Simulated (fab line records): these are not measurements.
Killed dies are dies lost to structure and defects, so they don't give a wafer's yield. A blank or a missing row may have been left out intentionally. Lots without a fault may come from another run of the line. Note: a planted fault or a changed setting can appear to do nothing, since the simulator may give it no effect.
The tool behind it: which one? | flow nandHarc | 13 lots with 39 wafers sampled at 5 steps, on a route of 1302 steps

## WHAT THE GAUGES SHOWED, per wafer
NHARC_THIN_TSV_CD_MEAS_37.
lot  | measured     | on       | cdNm (nm)
L476 | day 24 20:17 | cdSem-01 | 4997 4997 5000
L477 | day 25 12:17 | cdSem-03 | 5001 4999 5003
L479 | day 25 11:04 | cdSem-03 | 4995 4996 4997
L480 | day 25 13:32 | cdSem-02 | 5004 4998 5008
L482 | day 26 17:10 | cdSem-02 | 4996 4994 4998
L481 | day 26 18:14 | cdSem-03 | 5002 5000 5001
L483 | day 27 06:59 | cdSem-02 | 4998 4998 4996
L484 | day 27 05:56 | cdSem-02 | 4998 4998
L485 | day 28 07:43 | cdSem-03 | 4997 4999 5002
L486 | day 28 14:29 | cdSem-03 | 5003 5005
L495 | day 32 10:11 | cdSem-02 | 5002 5003 4997
L497 | day 33 04:34 | cdSem-01 | 4998 5006 4999
L498 | day 33 18:33 | cdSem-03 | 4998 5001 4997

NHARC_THIN_TSV_INSPECT_40.
lot  | measured     | on               | rawDefectCount
L476 | day 25 00:47 | defectInspect-02 | 480 493 528
L477 | day 25 15:35 | defectInspect-01 | 618 522 538
L479 | day 25 15:35 | defectInspect-02 | 585 526 523
L480 | day 25 15:35 | defectInspect-02 | 565 564 659
L482 | day 26 21:41 | defectInspect-02 | 609 539 603
L481 | day 26 21:41 | defectInspect-01 | 504 604 664
L483 | day 27 13:02 | defectInspect-02 | 575 519 534
L484 | day 27 13:02 | defectInspect-01 | 560 696
L485 | day 28 12:15 | defectInspect-01 | 504 881 531
L486 | day 28 16:47 | defectInspect-02 | 733 655
L495 | day 32 14:46 | defectInspect-01 | 576 716 587
L497 | day 33 09:11 | defectInspect-02 | 473 549 422
L498 | day 34 00:23 | defectInspect-02 | 563 493 576

NHARC_END_SORT_01.
lot  | measured     | on        | defectLimitedYield (%) | killedAtArray | killedAtOther | killedAtPeriphery | killedDies | killedOpen | killedShort | sort_bin_2_pct (%) | sort_bin_3_pct (%) | sort_bin_4_pct (%) | sortNPass   | sortRimYieldPct (%) | sortYieldPct (%)
L476 | day 25 05:24 | prober-01 | 91.1 89.8 90.8         | 57 67 59      | 2 1 1         | 1 1 2             | 60 69 62   | 7 1 4      | 2 3 3       | 3.1 3.1 2.7        | 0.4 0.9 1.0        | 5.3 6.2 5.5        | 617 608 615 | 82 91 83            | 91.1 89.8 90.8
L477 | day 26 03:53 | prober-02 | 92.2 91.7 96.2         | 46 52 24      | 3 0 0         | 4 4 2             | 53 56 26   | 5 8 2      | 2 2 1       | 2.8 3.2 1.5        | 0.7 0.3 0.1        | 4.3 4.7 2.2        | 624 621 651 | 88 87 92            | 92.2 91.7 96.2
L479 | day 25 20:14 | prober-01 | 94.7 91.3 92.3         | 28 57 52      | 0 0 0         | 8 2 0             | 36 59 52   | 3 2 4      | 5 2 1       | 1.6 3.2 3.0        | 0.4 0.6 0.6        | 3.2 4.9 4.1        | 641 618 625 | 87 85 90            | 94.7 91.3 92.3
L480 | day 25 18:37 | prober-02 | 91.6 90.0 89.2         | 53 68 73      | 0 0 0         | 4 0 0             | 57 68 73   | 3 1 2      | 0 2 2       | 2.7 3.5 3.8        | 0.7 0.7 0.7        | 5.0 5.8 6.2        | 620 609 604 | 83 83 90            | 91.6 90.0 89.2
L482 | day 27 01:32 | prober-01 | 90.3 89.2 89.1         | 64 71 72      | 0 0 1         | 2 2 1             | 66 73 74   | 3 3 6      | 4 2 0       | 2.8 4.6 4.7        | 0.9 0.4 0.9        | 6.1 5.8 5.3        | 611 604 603 | 80 85 86            | 90.3 89.2 89.1
L481 | day 27 00:40 | prober-02 | 87.4 88.2 89.2         | 82 79 66      | 0 0 0         | 3 1 7             | 85 80 73   | 3 2 8      | 5 3 3       | 4.0 3.7 4.0        | 1.0 1.0 0.7        | 7.5 7.1 6.1        | 592 597 604 | 92 92 81            | 87.4 88.2 89.2
L483 | day 27 16:05 | prober-01 | 91.7 90.5 90.0         | 46 58 53      | 0 2 1         | 10 4 14           | 56 64 68   | 6 2 6      | 2 2 2       | 2.4 3.7 3.4        | 0.9 1.2 0.7        | 5.0 4.6 5.9        | 621 613 609 | 89 97 92            | 91.7 90.5 90.0
L484 | day 27 16:05 | prober-02 | 0 89.8 91.9            | 671 62 50     | 3 4 4         | 3 3 1             | 677 69 55  | 3 1 5      | 3 2 1       | 92.3 4.9 3.7       | 1.3 0.6 0.3        | 6.4 4.7 4.1        | 0 608 622   | 0 85 94             | 0 89.8 91.9
L485 | day 28 16:54 | prober-02 | 91.0 90.8 88.8         | 56 57 70      | 1 1 2         | 4 4 4             | 61 62 76   | 7 1 3      | 2 2 3       | 3.2 4.0 3.2        | 0.4 1.0 1.5        | 5.3 4.1 6.5        | 616 615 601 | 89 92 92            | 91.0 90.8 88.8
L486 | day 28 23:06 | prober-02 | 87.7 0 89.2            | 72 669 59     | 1 2 1         | 10 6 13           | 83 677 73  | 5 0 7      | 4 2 5       | 3.7 94.4 3.7       | 0.7 0.7 1.2        | 7.8 4.9 5.9        | 594 0 604   | 90 0 94             | 87.7 0 89.2
L495 | day 32 17:50 | prober-01 | 91.6 91.7 94.4         | 53 52 30      | 1 1 0         | 3 3 8             | 57 56 38   | 3 2 4      | 1 0 3       | 3.1 4.0 2.7        | 0.4 0.6 0.9        | 4.9 3.7 2.1        | 620 621 639 | 87 95 88            | 91.6 91.7 94.4
L497 | day 33 13:04 | prober-02 | 94.7 94.2 93.6         | 31 37 38      | 3 1 1         | 2 1 4             | 36 39 43   | 3 3 4      | 0 4 4       | 1.6 1.2 1.8        | 0.4 0.7 0.4        | 3.2 3.8 4.1        | 641 638 634 | 91 90 90            | 94.7 94.2 93.6
L498 | day 34 03:25 | prober-01 | 89.1 90.7 91.1         | 67 56 52      | 0 0 0         | 7 7 8             | 74 63 60   | 4 3 6      | 5 4 5       | 2.8 2.8 3.5        | 0.7 0.9 0.6        | 7.4 5.6 4.7        | 603 614 617 | 92 91 88            | 89.1 90.7 91.1

## EACH LOT AND THE TOOL THAT RAN IT (in order: tool; ch and the chambers of the sampled wafers; start)
lot  | NHARC_A_BONDPAD_PVD_27      | NHARC_THIN_TSV_DEGAS_53
L476 | pvdSputter-01, day 24 00:32 | pvdSputter-02, day 24 17:49
L477 | pvdSputter-02, day 24 14:10 | pvdSputter-03, day 25 09:47
L479 | pvdSputter-01, day 24 14:44 | pvdSputter-03, day 25 08:34
L480 | pvdSputter-02, day 24 17:08 | pvdSputter-02, day 25 11:05
L482 | pvdSputter-03, day 25 19:40 | pvdSputter-02, day 26 14:43
L481 | pvdSputter-03, day 25 22:40 | pvdSputter-01, day 26 15:39
L483 | pvdSputter-03, day 26 09:04 | pvdSputter-02, day 27 04:32
L484 | pvdSputter-03, day 26 11:25 | pvdSputter-01, day 27 03:20
L485 | pvdSputter-01, day 27 09:09 | pvdSputter-01, day 28 05:08
L486 | pvdSputter-03, day 27 15:30 | pvdSputter-02, day 28 11:16
L495 | pvdSputter-03, day 31 10:18 | pvdSputter-02, day 32 07:34
L497 | pvdSputter-02, day 32 05:58 | pvdSputter-03, day 33 01:56
L498 | pvdSputter-03, day 32 21:28 | pvdSputter-02, day 33 15:57
- NHARC_A_BONDPAD_PVD_27: deposits Cu, target thk 30 nm, time 20.49 s.
- NHARC_THIN_TSV_DEGAS_53: time 60 s.

## AS READ BY THE TOOLS THEMSELVES (means over the sampled wafers that have a number; for cases with no such wafer, the mark the record gives instead)
NHARC_A_BONDPAD_PVD_27.
lot  | tool          | throttleValvePct (%)
L476 | pvdSputter-01 | 29.3
L477 | pvdSputter-02 | 29.4
L479 | pvdSputter-01 | 30.5
L480 | pvdSputter-02 | 29.7
L482 | pvdSputter-03 | 30.5
L481 | pvdSputter-03 | 30.3
L483 | pvdSputter-03 | 30.9
L484 | pvdSputter-03 | 30.2
L485 | pvdSputter-01 | 31.4
L486 | pvdSputter-03 | 29.9
L495 | pvdSputter-03 | 30.0
L497 | pvdSputter-02 | 29.7
L498 | pvdSputter-03 | 30.4

NHARC_THIN_TSV_DEGAS_53.
lot  | tool          | heaterPowerW (W)
L476 | pvdSputter-02 | 463
L477 | pvdSputter-03 | 460
L479 | pvdSputter-03 | 432
L480 | pvdSputter-02 | 465
L482 | pvdSputter-02 | 420
L481 | pvdSputter-01 | 520
L483 | pvdSputter-02 | 428
L484 | pvdSputter-01 | 501
L485 | pvdSputter-01 | 470
L486 | pvdSputter-02 | 416
L495 | pvdSputter-02 | 437
L497 | pvdSputter-03 | 477
L498 | pvdSputter-02 | 446

## THE ANSWER, worked out from the rows above alone
Rule: the lots themselves supply what counts as usual. The widest of any qualifying gaps counts: lots, ordered by their means at a reading, are off when they make up no more than a third of the lots, leave a main group of 4 or more, and stand apart from it by 3 or more times the standard deviation of that group's means. A main group is skipped when, at the precision printed for the reading in the tables above, its means are all equal. Also off: a lot with no number at a reading for which 4 or more lots have one. The other lots that the step has rows for count as sound. First the gauges in route order, then the tools' own readings, where a lot's mean is used as printed above. At the first step where some lot is off, the reading lying furthest off is the one used; lots without a number count as furthest.
Off, at NHARC_END_SORT_01 on sort_bin_2_pct: L484, L486. Mean 3.1 % and standard deviation 0.66 in the main group.
If a tool, at a process step before that reading, ran all the lots that are off and no sound lot after the first of them, it fits. Gauges at NHARC_END_SORT_01: tried the same way as those tools. Not one of the candidates tried fits.

## WHAT HAD BEEN PUT IN BY THE SIMULATOR
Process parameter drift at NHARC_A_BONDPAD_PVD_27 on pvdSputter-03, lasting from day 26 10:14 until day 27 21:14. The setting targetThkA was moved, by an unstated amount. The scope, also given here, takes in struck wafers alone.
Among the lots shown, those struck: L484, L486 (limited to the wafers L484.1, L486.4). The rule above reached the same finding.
